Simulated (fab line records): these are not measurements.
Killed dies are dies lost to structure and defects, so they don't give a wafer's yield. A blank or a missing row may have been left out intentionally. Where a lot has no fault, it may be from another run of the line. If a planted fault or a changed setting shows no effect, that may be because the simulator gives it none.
fab line records	flow nand-harc	part 1 of 2: steps 1 to 29 of 40
[record] lots = 5	wafers = 15	last-day = 32
route steps=1302 shown P_BONDPAD@388 A_START@389 A_ZERO_WELL@390 A_SOURCE_PLATE@413 A_ONON_D1@424
lots untouched by any fault: they come from a run of this same line in which no faults occurred
start-h: start of the lot's first displayed wafer, in hours after the record's first day	wait-h: hours from the lot's prior step to this one	" identical to the entry in the row above	L1.1+2: several wafers, shown together as one row	- value missing, or start not given	* or withheld: withheld	< > ~ a bound
route shown NAME@n: names a module that has steps shown in the file, with the first one's number in the route	usual: average and standard deviation across the fault-free wafers	same: alike in all rows	chamber/n: place in a boat	sites: readings site by site	_std_site: their standard deviation	_edge_site: the outer-site mean with the inner-site mean subtracted	radius-mm: how far each site lies from the wafer's centre	mask NAME#n: copy n	behind: the most recent tool/chamber to have shaped the wafer	hold: cause of the lot's hold/its duration in hours/its outcome	device: the transistor (n, p or np) that didn't switch	end of line: tests of these same wafers at the route's end	a step with no rows: only its recipe	killed: dies that structure and defects cost at the first sort, which is not the same as the wafer's yield	map: the dies of a wafer, with x for killed, . for not killed, _ for no die there
set.NAME: the setting as run; set.NAME@STEP: as run at that earlier step	model.NAME: the simulator's own value behind a step, which no gauge read
lots seen at some steps along the route; tables by step, rows by wafer
services: from which hour (start-h, from the record's first day; less than 0 if before it) a tool's chamber was out of use, for how many hours, and why
[[steps]]
[step NHARC_P_BONDPAD_SRD_31]
[recipe] time-s = 30	temp-c = 23	dry-time-s = 20	spin-rpm = 1500
[same] dry-time-s = 20	time-s = 30
lot.wafer	tool	chamber	start-h	wait-h
L078.5+4+6	wet-bench-10	3,4,7	-	-
L082.6+1+4	wet-bench-10	3,4,5	-	-
L084.2+1+6	wet-bench-08	1,3,4	-	-
L087.2+4+1	wet-bench-08	7,0,1	-	-
L094.6+1+3	wet-bench-08	7,3,4	-	-
[step NHARC_A_START_INSPECT_01]
[usual] raw-defect-count = 3.7/2
lot.wafer	tool	chamber	start-h	wait-h	raw-defect-count
L078.4	defect-inspect-02	-	176.72	-	0
L078.5	"	-	"	"	2
L078.6	"	-	"	"	4
L082.1	defect-inspect-02	-	216.70	-	3
L082.4	"	-	"	"	3
L082.6	"	-	"	"	2
L084.1	defect-inspect-01	-	242.30	-	1
L084.2	"	-	"	"	3
L084.6	"	-	"	"	6
L087.1	defect-inspect-02	-	282.31	-	3
L087.2	"	-	"	"	1
L087.4	"	-	"	"	7
L094.1	defect-inspect-01	-	337.33	-	2
L094.3	"	-	"	"	8
L094.6	"	-	"	"	2
[step NHARC_A_ZERO_WELL_PRECLEAN_00]
[recipe] time-s = 600	temp-c = 120	chemistry = SPM
[same] time-s = 600
lot.wafer	tool	chamber	start-h	wait-h
L078.5+6+4	wet-bench-03	3,5,0	176.80	0.1
L082.4+6+1	wet-bench-01	6,1,3	216.79	0.1
L084.6+2+1	wet-bench-03	5,7,0	242.40	0.1
L087.4+1+2	wet-bench-03	0,2,4	282.40	0.1
L094.1+3+6	wet-bench-02	4,5,1	337.42	0.1
[step NHARC_A_ZERO_WELL_SRD_01]
lot.wafer	tool	chamber	start-h	wait-h
L078.5+6+4	wet-bench-03	3,5,0	-	-
L082.4+6+1	wet-bench-01	6,1,3	-	-
L084.6+2+1	wet-bench-03	5,7,0	-	-
L087.4+1+2	wet-bench-03	0,2,4	-	-
L094.1+3+6	wet-bench-02	4,5,1	-	-
[step NHARC_A_ZERO_WELL_DEHYDRATE_02]
[recipe] temp-c = 150	time-s = 120
[usual] plate-temp-C = 150.01/0.17
[same] time-s = 120
lot.wafer	tool	chamber	start-h	wait-h	plate-temp-C
L078.4	litho-track-02	0	177.18	-	149.90
L078.5	"	0	"	"	149.72
L078.6	"	0	"	"	149.91
L082.1	litho-track-03	0	217.10	-	149.95
L082.4	"	0	"	"	150.26
L082.6	"	0	"	"	150.19
L084.1	litho-track-03	0	242.70	-	150.16
L084.2	"	0	"	"	150.34
L084.6	"	0	"	"	149.88
L087.1	litho-track-07	0	282.71	-	150.12
L087.2	"	0	"	"	150.06
L087.4	"	0	"	"	150.18
L094.1	litho-track-02	0	337.73	-	149.84
L094.3	"	0	"	"	149.90
L094.6	"	0	"	"	149.88
[step NHARC_A_ZERO_WELL_HMDS_03]
[recipe] time-s = 30
[same] time-s = 30
lot.wafer	tool	chamber	start-h	wait-h
L078.4+5+6	litho-track-02	0	-	-
L082.1+4+6	litho-track-03	0	-	-
L084.1+2+6	litho-track-03	0	-	-
L087.1+2+4	litho-track-07	0	-	-
L094.1+3+6	litho-track-02	0	-	-
[step NHARC_A_ZERO_WELL_COAT_18]
[recipe] temp-c = 200	time-s = 65
[usual] plate-temp-C = 200.01/0.17
[same] time-s = 65
lot.wafer	tool	chamber	start-h	wait-h	plate-temp-C
L078.4	litho-track-02	0	-	-	199.87
L078.5	"	0	"	"	200.00
L078.6	"	0	"	"	199.96
L082.1	litho-track-03	0	-	-	199.97
L082.4	"	0	"	"	199.86
L082.6	"	0	"	"	200.04
L084.1	litho-track-03	0	-	-	200.23
L084.2	"	0	"	"	200.05
L084.6	"	0	"	"	200.32
L087.1	litho-track-07	0	-	-	199.80
L087.2	"	0	"	"	199.70
L087.4	"	0	"	"	199.73
L094.1	litho-track-02	0	-	-	199.80
L094.3	"	0	"	"	199.96
L094.6	"	0	"	"	199.72
[step NHARC_A_ZERO_WELL_COAT_04]
[recipe] spin-rpm = 2000	resist-thk-nm = 600
lot.wafer	tool	chamber	start-h	wait-h
L078.4+5+6	litho-track-02	0	-	-
L082.1+4+6	litho-track-03	0	-	-
L084.1+2+6	litho-track-03	0	-	-
L087.1+2+4	litho-track-07	0	-	-
L094.1+3+6	litho-track-02	0	-	-
[step NHARC_A_ZERO_WELL_SOFTBAKE_05]
[recipe] temp-c = 125	time-s = 70
[usual] plate-temp-C = 125.02/0.13
[same] time-s = 70
lot.wafer	tool	chamber	start-h	wait-h	plate-temp-C
L078.4	litho-track-02	0	-	-	124.92
L078.5	"	0	"	"	125.27
L078.6	"	0	"	"	124.99
L082.1	litho-track-03	0	-	-	125.07
L082.4	"	0	"	"	124.85
L082.6	"	0	"	"	124.91
L084.1	litho-track-03	0	-	-	124.95
L084.2	"	0	"	"	125.03
L084.6	"	0	"	"	124.98
L087.1	litho-track-07	0	-	-	124.81
L087.2	"	0	"	"	124.89
L087.4	"	0	"	"	125.12
L094.1	litho-track-02	0	-	-	125.23
L094.3	"	0	"	"	125.04
L094.6	"	0	"	"	124.99
[step NHARC_A_ZERO_WELL_EBR_06]
lot.wafer	tool	chamber	start-h	wait-h
L078.4+5+6	litho-track-02	0	-	-
L082.1+4+6	litho-track-03	0	-	-
L084.1+2+6	litho-track-03	0	-	-
L087.1+2+4	litho-track-07	0	-	-
L094.1+3+6	litho-track-02	0	-	-
[step NHARC_A_ZERO_WELL_EXPOSE_07]
[recipe] na = 0.55	dose-mj = 33.85	mask-id = A_ZERO
lot.wafer	tool	chamber	start-h	wait-h	mask
L078.4+5+6	krf-scanner-01	0	177.48	-	A_ZERO#0
L082.1+4+6	krf-scanner-01	0	217.26	-	A_ZERO#0
L084.1+2+6	krf-scanner-03	0	242.86	-	A_ZERO#0
L087.1+2+4	krf-scanner-01	0	283.00	-	A_ZERO#0
L094.1+3+6	krf-scanner-02	0	337.89	-	A_ZERO#0
[step NHARC_A_ZERO_WELL_PEB_08]
[recipe] peb-temp-c = 128	peb-time-s = 80
[usual] plate-temp-C = 128.00/0.13
[same] peb-time-s = 80
lot.wafer	tool	chamber	start-h	wait-h	plate-temp-C
L078.4	litho-track-03	0	177.53	0.0	128.12
L078.5	"	0	"	"	128.10
L078.6	"	0	"	"	128.05
L082.1	litho-track-03	0	217.32	0.1	128.16
L082.4	"	0	"	"	128.22
L082.6	"	0	"	"	128.25
L084.1	litho-track-02	0	242.93	0.1	127.84
L084.2	"	0	"	"	127.89
L084.6	"	0	"	"	128.07
L087.1	litho-track-02	0	283.06	0.1	128.10
L087.2	"	0	"	"	127.81
L087.4	"	0	"	"	128.06
L094.1	litho-track-07	0	337.96	0.1	127.94
L094.3	"	0	"	"	127.93
L094.6	"	0	"	"	127.95
[step NHARC_A_ZERO_WELL_DEVELOP_09]
[recipe] time-s = 50	dev-temp-c = 22
[same] time-s = 50
lot.wafer	tool	chamber	start-h	wait-h
L078.4+5+6	litho-track-03	0	-	-
L082.1+4+6	litho-track-03	0	-	-
L084.1+2+6	litho-track-02	0	-	-
L087.1+2+4	litho-track-02	0	-	-
L094.1+3+6	litho-track-07	0	-	-
[step NHARC_A_ZERO_WELL_CD_MEAS_10]
[recipe] target-cd-nm = 2000	landing-energy-ev = 500
[usual] cd-nm = 2000.0/1.7
lot.wafer	tool	chamber	start-h	wait-h	cd-nm
L078.4	cd-sem-02	0	177.62	-	2000.2
L078.5	"	0	"	"	1997.3
L078.6	"	0	"	"	1996.1
L082.1	cd-sem-01	0	217.41	-	1999.6
L082.4	"	0	"	"	2000.2
L082.6	"	0	"	"	1997.7
L084.1	cd-sem-02	0	243.02	-	1999.5
L084.2	"	0	"	"	1998.5
L084.6	"	0	"	"	1998.5
L087.1	cd-sem-03	0	283.15	-	2000.5
L087.2	"	0	"	"	2001.9
L087.4	"	0	"	"	1997.8
L094.1	cd-sem-02	0	338.04	-	1998.1
L094.3	"	0	"	"	2001.7
L094.6	"	0	"	"	1999.1
[step NHARC_A_ZERO_WELL_HARDBAKE_11]
[recipe] temp-c = 118	time-s = 65
[usual] plate-temp-C = 118.01/0.14
[same] time-s = 65
lot.wafer	tool	chamber	start-h	wait-h	plate-temp-C
L078.4	litho-track-07	0	177.70	-	117.95
L078.5	"	0	"	"	118.24
L078.6	"	0	"	"	118.04
L082.1	litho-track-02	0	217.49	-	118.05
L082.4	"	0	"	"	117.84
L082.6	"	0	"	"	117.89
L084.1	litho-track-03	0	243.10	-	117.79
L084.2	"	0	"	"	117.68
L084.6	"	0	"	"	117.92
L087.1	litho-track-07	0	283.23	-	118.07
L087.2	"	0	"	"	118.00
L087.4	"	0	"	"	118.09
L094.1	litho-track-07	0	338.12	-	118.03
L094.3	"	0	"	"	118.02
L094.6	"	0	"	"	118.09
[step NHARC_A_ZERO_WELL_DESCUM_12]
[recipe] time-s = 3	o2-flow-sccm = 200	ar-flow-sccm = 0	bias-power-w = 0	chemistry = O2
[usual] drypump-motor-current-A = 5.7/0.33	oes-product-au = 0.998/0.0093	rf-vpp-V = 57.7/0.88	showerhead-plenum-p-Torr = 1.88/0.067	throttle-valve-pct = 11.310/0.009
[same] time-s = 3
lot.wafer	tool	chamber	start-h	wait-h	drypump-motor-current-A	oes-product-au	rf-hours-counter-h	rf-vpp-V	showerhead-plenum-p-Torr	throttle-valve-pct
L078.4	rie-diel-04	0	177.77	-	6.6	1.018	28	58.9	2.02	11.307
L078.6	"	0	"	"	6.6	1.015	-	59.0	2.02	11.297
L078.5	"	1	"	"	5.9	1.003	-	56.0	1.86	11.307
L082.4	rie-diel-12	3	217.57	-	5.7	0.998	4	58.3	1.96	11.309
L082.1	"	0	"	"	5.5	0.996	3	58.1	1.85	11.327
L082.6	"	3	"	"	5.7	0.999	-	57.6	1.96	11.300
L084.2	rie-diel-12	0	243.19	-	5.5	0.997	4	56.4	1.85	11.318
L084.1	"	1	"	"	5.7	0.997	5	57.9	1.88	11.302
L084.6	"	2	"	"	5.7	1.006	-	56.0	1.80	11.315
L087.2	rie-diel-12	0	283.31	-	5.5	1.007	0	56.6	1.85	11.308
L087.4	"	1	"	"	5.7	0.977	0	57.8	1.88	11.299
L087.1	"	3	"	"	5.7	1.006	0	56.6	1.96	11.318
L094.1	rie-diel-12	0	338.22	-	5.5	0.995	2	57.2	1.85	11.317
L094.3	"	1	"	"	5.7	0.981	2	59.7	1.88	11.292
L094.6	"	2	"	"	5.7	1.010	-	57.1	1.79	11.327
[step NHARC_A_ZERO_WELL_ETCH_19]
[recipe] target-depth-a = 800	overetch-a = 240	time-s = 87.88	ion-energy-ev = 200	n2-flow-sccm = 150	h2-flow-sccm = 150	ar-flow-sccm = 0	rf-w = 400	bias-w = 150	chemistry = N2/H2
[usual] drypump-motor-current-A = 5.7/0.32	oes-product-au = 0.997/0.0094	rf-vpp-V = 429.3/2.1	showerhead-plenum-p-Torr = 2.00/0.07	throttle-valve-pct = 14.172/0.0085
[same] time-s = 87.88
lot.wafer	tool	chamber	start-h	wait-h	drypump-motor-current-A	oes-product-au	rf-hours-counter-h	rf-vpp-V	showerhead-plenum-p-Torr	throttle-valve-pct
L078.4	rie-diel-04	0	177.86	0.1	6.6	1.010	28	433.8	2.16	14.184
L078.5	"	3	"	"	5.7	0.971	-	427.4	1.95	14.165
L078.6	"	0	"	"	6.5	1.017	-	433.0	2.16	14.175
L082.4	rie-diel-12	2	217.67	0.1	5.8	1.001	4	426.9	1.91	14.168
L082.1	"	3	"	"	5.7	0.993	4	432.0	2.09	14.181
L082.6	"	0	"	"	5.5	0.994	-	428.4	1.97	14.161
L084.1	rie-diel-12	3	243.27	0.1	5.7	0.990	4	432.2	2.09	14.157
L084.2	"	0	"	"	5.5	0.993	4	428.5	1.97	14.169
L084.6	"	1	"	"	5.7	0.984	-	430.2	2.00	14.176
L087.4	rie-diel-12	2	283.39	0.1	5.7	1.007	0	427.1	1.91	14.159
L087.2	"	3	"	"	5.8	0.996	0	431.5	2.09	14.165
L087.1	"	0	"	"	5.5	0.999	0	428.9	1.97	14.156
L094.1	rie-diel-12	3	338.29	0.1	5.7	0.997	2	430.7	2.09	14.179
L094.3	"	0	"	"	5.5	0.993	2	428.7	1.97	14.179
L094.6	"	2	"	"	5.7	1.008	-	427.2	1.91	14.170
[step NHARC_A_ZERO_WELL_ETCH_13]
[recipe] target-depth-a = 1200	time-s = 40.1	hbr-flow-sccm = 150	cl2-flow-sccm = 50	rf-w = 400	icp-w = 400	bias-w = 100	chemistry = HBr/Cl2
[usual] drypump-motor-current-A = 5.7/0.35	oes-product-au = 1.001/0.011	throttle-valve-pct = 26.405/0.0095
[same] time-s = 40.1
lot.wafer	tool	chamber	start-h	wait-h	drypump-motor-current-A	oes-product-au	rf-hours-counter-h	throttle-valve-pct
L078.4	rie-si-02	2	178.02	-	5.8	0.985	0.5	26.399
L078.6	"	3	"	"	4.9	0.981	-	26.410
L078.5	"	0	"	"	6.2	1.010	-	26.397
L082.1	rie-si-04	0	217.80	-	6.0	1.012	0.4	26.406
L082.4	"	1	"	"	5.7	1.017	0.4	26.410
L082.6	"	2	"	"	5.2	1.015	-	26.405
L084.2	rie-si-04	3	243.37	-	5.5	1.001	0.4	26.414
L084.1	"	2	"	"	5.2	1.017	0.4	26.404
L084.6	"	3	"	"	5.5	1.007	-	26.412
L087.1	rie-si-01	3	283.51	-	5.7	0.992	0.5	26.396
L087.2	"	0	"	"	6.0	0.998	0.6	26.400
L087.4	"	2	"	"	5.4	0.988	0.5	26.410
L094.3	rie-si-04	2	338.42	-	5.2	1.018	1.0	26.388
L094.1	"	0	"	"	6.0	1.026	1.2	26.409
L094.6	"	2	"	"	5.2	1.016	-	26.408
[step NHARC_A_ZERO_WELL_STRIP_14]
[recipe] time-s = 900	temp-c = 130	chemistry = SPM
[same] time-s = 900
lot.wafer	tool	chamber	start-h	wait-h
L078.4+5+6	wet-bench-02	0,3,4	178.13	-
L082.4+6+1	wet-bench-01	3,6,7	217.92	-
L084.6+1+2	wet-bench-03	3,4,5	243.53	-
L087.4+2+1	wet-bench-03	1,2,4	283.68	-
L094.3+1+6	wet-bench-02	2,4,6	338.56	-
[step NHARC_A_ZERO_WELL_IMPLANT_15]
[recipe] energy-kev = 150	dose-cm2 = 1e+13	tilt-deg = 7
[usual] beam-energy-keV = 150.00/0.044	beam-on-s = 9.98/0.22
lot.wafer	tool	chamber	start-h	wait-h	beam-energy-keV	beam-on-s
L078.4	implanter-02	0	178.63	0.1	150.03	10.38
L078.5	"	0	"	"	150.03	9.91
L078.6	"	0	"	"	150.02	9.90
L082.1	implanter-02	0	218.33	0.1	149.93	9.87
L082.4	"	0	"	"	149.97	10.01
L082.6	"	0	"	"	150.01	9.78
L084.1	implanter-01	0	243.93	0.1	150.03	9.76
L084.2	"	0	"	"	150.04	9.81
L084.6	"	0	"	"	149.98	10.02
L087.1	implanter-01	0	284.06	0.1	150.00	9.94
L087.2	"	0	"	"	149.96	9.90
L087.4	"	0	"	"	149.96	9.57
L094.1	implanter-02	0	338.96	0.1	149.99	10.20
L094.3	"	0	"	"	149.99	10.20
L094.6	"	0	"	"	149.96	9.82
[step NHARC_A_ZERO_WELL_PRECLEAN_22]
[recipe] time-s = 60	temp-c = 50	bath-age-min = 0	chemistry = SC1
[usual] sc1-h2o2-end-mol-l = 0.3699/0.00068
[same] time-s = 60
lot.wafer	tool	chamber	start-h	wait-h	sc1-h2o2-end-mol-l
L078.5	wet-bench-02	5	178.76	0.1	0.3697
L078.4	"	6	"	"	0.3702
L078.6	"	1	"	"	0.3705
L082.6	wet-bench-03	6	218.53	0.0	0.3705
L082.4	"	1	"	"	0.3703
L082.1	"	2	"	"	0.3699
L084.6	wet-bench-01	3	244.14	0.0	0.3703
L084.2	"	6	"	"	0.3707
L084.1	"	7	"	"	0.3700
L087.2	wet-bench-02	4	284.28	0.2	0.3699
L087.4	"	7	"	"	0.3701
L087.1	"	0	"	"	0.3701
L094.3	wet-bench-03	2	339.17	0.1	0.3703
L094.6	"	4	"	"	0.3693
L094.1	"	6	"	"	0.3698
[step NHARC_A_ZERO_WELL_SRD_23]
lot.wafer	tool	chamber	start-h	wait-h
L078.5+4+6	wet-bench-02	5,6,1	-	-
L082.6+4+1	wet-bench-03	6,1,2	-	-
L084.6+2+1	wet-bench-01	3,6,7	-	-
L087.2+4+1	wet-bench-02	4,7,0	-	-
L094.3+6+1	wet-bench-03	2,4,6	-	-
[step NHARC_A_ZERO_WELL_RTA_16]
[recipe] temp-c = 1000	time-s = 10
[usual] lamp-power-pct = 29.0/2.4	wafer_temp_C_max = 1005.2/1.2
[same] time-s = 10
lot.wafer	tool	chamber	start-h	wait-h	lamp-power-pct	wafer_temp_C_max
L078.4	rtp-anneal-02	0	178.98	-	31.2	1005.1
L078.5	"	0	"	"	31.2	1004.2
L078.6	"	0	"	"	31.1	1003.3
L082.1	rtp-anneal-01	0	218.67	-	26.4	1006.0
L082.4	"	0	"	"	26.4	1008.3
L082.6	"	0	"	"	26.5	1006.2
L084.1	rtp-anneal-01	0	244.28	-	26.4	1005.4
L084.2	"	0	"	"	26.4	1007.0
L084.6	"	0	"	"	26.4	1005.2
L087.1	rtp-anneal-02	0	284.41	-	31.2	1003.3
L087.2	"	0	"	"	31.2	1004.0
L087.4	"	0	"	"	31.2	1004.7
L094.1	rtp-anneal-02	0	339.30	-	31.2	1004.7
L094.3	"	0	"	"	31.2	1004.2
L094.6	"	0	"	"	31.1	1003.5
[step NHARC_A_ZERO_WELL_INSPECT_17]
[usual] raw-defect-count = 11/5.6
lot.wafer	tool	chamber	start-h	wait-h	raw-defect-count
L078.4	defect-inspect-01	-	179.10	0.1	21
L078.5	"	-	"	"	12
L078.6	"	-	"	"	8
L082.1	defect-inspect-02	-	218.86	0.2	13
L082.4	"	-	"	"	9
L082.6	"	-	"	"	11
L084.1	defect-inspect-02	-	244.47	0.2	6
L084.2	"	-	"	"	5
L084.6	"	-	"	"	11
L087.1	defect-inspect-01	-	284.61	0.2	16
L087.2	"	-	"	"	13
L087.4	"	-	"	"	22
L094.1	defect-inspect-01	-	339.50	0.2	3
L094.3	"	-	"	"	18
L094.6	"	-	"	"	18
[step NHARC_A_SOURCE_PLATE_PRECLEAN_00]
[recipe] time-s = 60	chemistry = HF-LAST
[same] time-s = 60
lot.wafer	tool	chamber	start-h	wait-h
L078.4+6+5	wet-bench-05	3,4,5	179.16	0.1
L082.6+1+4	wet-bench-09	0,1,4	218.92	0.0
L084.6+2+1	wet-bench-05	0,1,3	244.53	0.1
L087.1+4+2	wet-bench-07	3,7,0	284.66	0.1
L094.1+3+6	wet-bench-05	7,0,1	339.55	0.1
[step NHARC_A_SOURCE_PLATE_SRD_01]
lot.wafer	tool	chamber	start-h	wait-h
L078.4+6+5	wet-bench-05	3,4,5	-	-
L082.6+1+4	wet-bench-09	0,1,4	218.98	0.1
L084.6+2+1	wet-bench-05	0,1,3	-	-
L087.1+4+2	wet-bench-07	3,7,0	-	-
L094.1+3+6	wet-bench-05	7,0,1	-	-
[step NHARC_A_SOURCE_PLATE_OXIDE_02]
[recipe] target-thk-a = 100	temp-c = 900	ox-time-s = 1362	material = SiO2
[usual] spike-tc-top-C = 911.4/2.5
lot.wafer	tool	chamber	start-h	wait-h	spike-tc-top-C
L078.4	furnace-08	0	182.34	-	911.9
L078.5	"	0	"	"	911.4
L078.6	"	0	"	"	908.9
L082.1	furnace-07	0	222.05	3.1	912.9
L082.4	"	0	"	"	914.5
L082.6	"	0	"	"	913.7
L084.1	furnace-07	0	247.23	-	912.6
L084.2	"	0	"	"	913.5
L084.6	"	0	"	"	912.4
L087.1	furnace-07	0	287.37	-	914.4
L087.2	"	0	"	"	912.7
L087.4	"	0	"	"	911.8
L094.1	furnace-03	0	342.62	-	907.3
L094.3	"	0	"	"	908.2
L094.6	"	0	"	"	908.1
[step NHARC_A_SOURCE_PLATE_THK_MEAS_09]
[recipe] thk-meas-gauge = ellipsometry
[usual] thk-nm = 9.8/1.2
lot.wafer	tool	chamber	start-h	wait-h	thk-nm
L078.4	film-metro-01	-	186.34	0.4	11.1
L078.5	"	-	"	"	8.6
L078.6	"	-	"	"	8.7
L082.1	film-metro-01	-	226.10	0.4	8.6
L082.4	"	-	"	"	10.6
L082.6	"	-	"	"	9.6
L084.1	film-metro-02	-	251.36	0.4	9.0
L084.2	"	-	"	"	9.7
L084.6	"	-	"	"	10.5
L087.1	film-metro-01	-	291.46	0.4	9.1
L087.2	"	-	"	"	9.2
L087.4	"	-	"	"	12.7
L094.1	film-metro-02	-	346.69	0.4	11.7
L094.3	"	-	"	"	9.0
L094.6	"	-	"	"	9.8
[step NHARC_A_SOURCE_PLATE_PVD_04]
[recipe] target-thk-a = 500	material = WSi2
lot.wafer	tool	chamber	start-h	wait-h
L078.4+5+6	pvd-sputter-02	-	186.41	0.1
L082.4+1+6	pvd-sputter-03	-	226.16	0.1
L084.2+1+6	pvd-sputter-03	-	251.42	0.1
L087.1+4+2	pvd-sputter-03	-	291.54	0.1
L094.3+1+6	pvd-sputter-03	-	346.75	0.1
